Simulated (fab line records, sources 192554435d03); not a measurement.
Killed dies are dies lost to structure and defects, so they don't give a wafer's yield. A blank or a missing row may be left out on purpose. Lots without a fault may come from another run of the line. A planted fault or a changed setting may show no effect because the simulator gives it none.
Chamber matching | flow n5_finfet | N5_SDB_ETCH_18 on rie_diel-01: 4 sister chambers
The step etches SOC in N2/H2, target depth 100 nm, overetch 20 nm, time 150 s. 20 wafers are shown with their chamber, then 10 later ones without.

WAFERS WITH THEIR CHAMBER
wafer  | chamber | drypump_motor_current_A (A) | showerhead_plenum_p_Torr (Torr) | throttle_valve_pct (%)
L076.2 | 3       | 6.0                         | 2.57                            | 17.8
L076.3 | 2       | 5.3                         | 2.67                            | 17.9
L076.6 | 2       | 5.3                         | 2.67                            | 17.9
L077.3 | 1       | 5.8                         | 2.53                            | 18.6
L077.5 | 2       | 5.3                         | 2.67                            | 17.9
L077.6 | 1       | 5.7                         | 2.53                            | 18.5
L078.2 | 1       | 5.8                         | 2.53                            | 18.6
L078.3 | 0       | 6.3                         | 2.59                            | 18.0
L078.4 | 2       | 5.3                         | 2.67                            | 17.9
L085.2 | 3       | 6.0                         | 2.57                            | 17.8
L085.4 | 1       | 5.8                         | 2.53                            | 18.6
L085.5 | 1       | 5.8                         | 2.53                            | 18.6
L087.3 | 1       | 5.8                         | 2.53                            | 18.6
L087.5 | 2       | 5.3                         | 2.66                            | 18.0
L087.6 | 1       | 5.8                         | 2.53                            | 18.6
L090.1 | 3       | 6.0                         | 2.56                            | 17.9
L090.3 | 1       | 5.8                         | 2.52                            | 18.6
L090.5 | 1       | 5.8                         | 2.52                            | 18.6
L092.1 | 0       | 6.3                         | 2.58                            | 18.0
L092.2 | 1       | 5.8                         | 2.52                            | 18.6

SIGNATURES (means of the wafers above)
reading                  | chamber 0 | chamber 1 | chamber 2 | chamber 3 | scatter within a chamber
drypump_motor_current_A  | 6.300     | 5.790     | 5.300     | 6.000     | 0.0237
showerhead_plenum_p_Torr | 2.5850    | 2.5270    | 2.6680    | 2.5667    | 0.00504
throttle_valve_pct       | 18.000    | 18.590    | 17.920    | 17.833    | 0.0385
Rule: a wafer's distance from a chamber is the root of the sum, over the readings, of the square of ((its reading less the chamber's mean) divided by the reading's scatter). The wafer belongs to the nearest chamber; if the next one is less than 2 further off, it can't be placed. The scatter: the root of (the sum of the squares of (reading less its chamber's mean) over the shown wafers, divided by (wafers less chambers)).

WAFERS WITHOUT THEIR CHAMBER
wafer  | drypump_motor_current_A (A) | showerhead_plenum_p_Torr (Torr) | throttle_valve_pct (%)
L092.4 | 5.3                         | 2.66                            | 18.0
L094.3 | 6.3                         | 2.58                            | 18.0
L094.4 | 5.8                         | 2.52                            | 18.6
L094.6 | 5.7                         | 2.52                            | 18.6
L095.2 | 6.3                         | 2.58                            | 18.0
L095.5 | 6.0                         | 2.56                            | 17.9
L095.6 | 5.3                         | 2.66                            | 18.0
L097.2 | 5.7                         | 2.52                            | 18.6
L097.4 | 5.3                         | 2.66                            | 18.0
L097.6 | 5.7                         | 2.52                            | 18.6

WHICH CHAMBER EACH WENT THROUGH
wafer  | from the rows above | in truth
L092.4 | 2                   | 2
L094.3 | 0                   | 0
L094.4 | 1                   | 1
L094.6 | 1                   | 1
L095.2 | 0                   | 0
L095.5 | 3                   | 3
L095.6 | 2                   | 2
L097.2 | 1                   | 1
L097.4 | 2                   | 2
L097.6 | 1                   | 1
Placed correctly: 10 of 10. Can't be placed from these rows: 0. Placed wrongly: 0.
